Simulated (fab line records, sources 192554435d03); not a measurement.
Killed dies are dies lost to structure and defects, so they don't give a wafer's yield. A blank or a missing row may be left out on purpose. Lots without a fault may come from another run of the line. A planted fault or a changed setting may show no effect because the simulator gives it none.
Split-lot experiment | flow n5_finfet | 7 lots, 21 wafers read, on a route of 1938 steps

THE SPLIT
At N5_BEOL_M4_EXPOSE_08 (exposes mask M4), the setting dose_mj was moved away from the recipe's 41.25 on 4 of the 21 wafers read, by -6.6% to +5.9%. The other wafers ran this setting at the recipe's value.

FROM THE SPLIT TO THE READING: what the file shows between them, 18 steps
- N5_BEOL_M4_PEB_09: peb time 60 s
- N5_BEOL_M4_DEVELOP_10: develop time 30 s
- N5_BEOL_M4_CD_MEAS_11: target cd 16.79 nm
- N5_BEOL_M4_DESCUM_16: chemistry O2, time 7 s
- N5_BEOL_M4_ETCH_74: etches underlayer in N2/H2, target depth 6.5 nm, time 5.2 s
- N5_BEOL_M4_ETCH_63: etches SiARC in CF4, target depth 15.6 nm, time 26 s
- N5_BEOL_M4_ETCH_64: etches SOC in N2/H2, target depth 75 nm, overetch 22.5 nm, time 121.9 s
- N5_BEOL_M4_STRIP_65: strips in N2/H2
- N5_BEOL_M4_STRIP_75: strips in N2/H2
- N5_BEOL_M4_STRIP_66: strips in CF4
- N5_BEOL_M4_HM_OPEN_17: chemistry Cl2/BCl3, target TiN, target depth 20 nm, overetch 6 nm
- N5_BEOL_M4_STRIP_19: strips in O2
- N5_BEOL_M4_CD_MEAS_18: pitch 36 nm, target cd 18 nm
- N5_BEOL_M4_TRENCH_ETCH_37: etches SiOC in C4F6/O2, target depth 55.555 nm, time 29.2 s (also split here: source_w)
- N5_BEOL_M4_ETCH_41: etches SiCN in CH3F/O2, target depth 29.9 nm, time 52.5 s
- N5_BEOL_M4_STRIP_97: strips in N2/H2, time 10 s
- N5_BEOL_M4_PRECLEAN_42: cleans in residue remover, time 60 s
- N5_BEOL_M4_SRD_43: time 30 s

THE READING
cd_nm, in nm, at N5_BEOL_M4_CD_MEAS_35 (target cd 18 nm, target cd y 22.4 nm). Fault-free wafers of this fab line usually give 18.0 nm, standard deviation 0.37 nm.

wafer  | tool, chamber at the split | dose_mj as run | against the recipe | cd_nm, nm | against lot-mates on the recipe
L080.3 | euv_scanner-02, 0          | 41.25          | recipe             | 17.7      | -
L080.4 | euv_scanner-02, 0          | 41.25          | recipe             | 17.7      | -
L080.5 | euv_scanner-02, 0          | 41.25          | recipe             | 17.5      | -
L079.4 | euv_scanner-01, 0          | 41.25          | recipe             | 17.3      | -
L079.5 | euv_scanner-01, 0          | 41.25          | recipe             | 17.6      | -
L079.6 | euv_scanner-01, 0          | 41.25          | recipe             | 17.7      | -
L081.1 | euv_scanner-01, 0          | 41.25          | recipe             | 17.8      | -
L081.2 | euv_scanner-01, 0          | 42.93          | +4.1%              | 19.1      | +1.2
L081.4 | euv_scanner-01, 0          | 41.25          | recipe             | 18.0      | -
L084.2 | euv_scanner-02, 0          | 43.67          | +5.9%              | 19.6      | +1.5
L084.3 | euv_scanner-02, 0          | 41.25          | recipe             | 18.3      | -
L084.5 | euv_scanner-02, 0          | 41.25          | recipe             | 18.0      | -
L085.2 | euv_scanner-01, 0          | 38.52          | -6.6%              | 16.8      | -1.3
L085.5 | euv_scanner-01, 0          | 41.25          | recipe             | 18.1      | -
L085.6 | euv_scanner-01, 0          | 38.52          | -6.6%              | 17.3      | -0.8
L090.1 | euv_scanner-01, 0          | 41.25          | recipe             | 17.9      | -
L090.2 | euv_scanner-01, 0          | 41.25          | recipe             | 18.2      | -
L090.5 | euv_scanner-01, 0          | 41.25          | recipe             | 17.9      | -
L092.1 | euv_scanner-01, 0          | 41.25          | recipe             | 18.7      | -
L092.3 | euv_scanner-01, 0          | 41.25          | recipe             | 18.1      | -
L092.5 | euv_scanner-01, 0          | 41.25          | recipe             | 18.1      | -

THE FIT
A straight line over all 21 wafers: cd_nm changes by +0.191 nm for each +1% of dose_mj; r = +0.82; the points scatter about the line by 0.37 nm.
The same after taking each lot's own level away (the mean of its wafers on the recipe; 21 wafers): +0.198 nm for each +1%; r = +0.93; scatter 0.22 nm.
On that fit, the largest move of dose_mj shifts the reading by 1.3 nm.
The lots' own levels span 17.53 to 18.30 nm, that is 2.1 times the standard deviation above.
So the lot-to-lot level changes the slope little: the two slopes agree.
Check: with one of the wafers moved furthest among these (-6.6%) left out of the fit, the line predicts -1.23 nm for it against its lot-mates. It came out at -1.3 nm against them.

OTHER SPLITS ON THESE WAFERS
These wafers also went through other splits before the reading. Each is held against what the fit with the lots' levels taken away leaves over:
other split on the same wafers     | wafers away from the commonest value | r with cd_nm (lot level and that fit taken away)
N5_BEOL_M4_TRENCH_ETCH_37 source_w | 10                                   | +0.03

THE WHOLE CHAIN: every reading that the file lists as answering this split, in the file's order
step                  | what it does                                                      | reading                                                               | change (the file's fit)               | r (the file's)
N5_BEOL_M4_CD_MEAS_11 | target cd 16.79 nm                                                | cd_nm                                                                 | +0.251 nm for each +1% of the setting | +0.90
N5_BEOL_M4_ETCH_74    | etches underlayer in N2/H2, target depth 6.5 nm, time 5.2 s       | BEOL_M4.cd_offset_nm (the simulator's own value, which no gauge read) | +0.204 nm for each +1% of the setting | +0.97
N5_BEOL_M4_ETCH_63    | etches SiARC in CF4, target depth 15.6 nm, time 26 s              | BEOL_M4.cd_offset_nm (the simulator's own value, which no gauge read) | +0.187 nm for each +1% of the setting | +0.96
N5_BEOL_M4_HM_OPEN_17 | chemistry Cl2/BCl3, target TiN, target depth 20 nm, overetch 6 nm | BEOL_M4.cd_offset_nm (the simulator's own value, which no gauge read) | +0.222 nm for each +1% of the setting | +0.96
N5_BEOL_M4_CD_MEAS_18 | pitch 36 nm, target cd 18 nm                                      | cd_nm                                                                 | +0.237 nm for each +1% of the setting | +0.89
N5_BEOL_M4_CD_MEAS_35 | target cd 18 nm, target cd y 22.4 nm                              | cd_nm                                                                 | +0.218 nm for each +1% of the setting | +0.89

THE FILE'S OWN FIT
cd_nm changes by +0.218 nm for each +1% of dose_mj, r = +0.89.
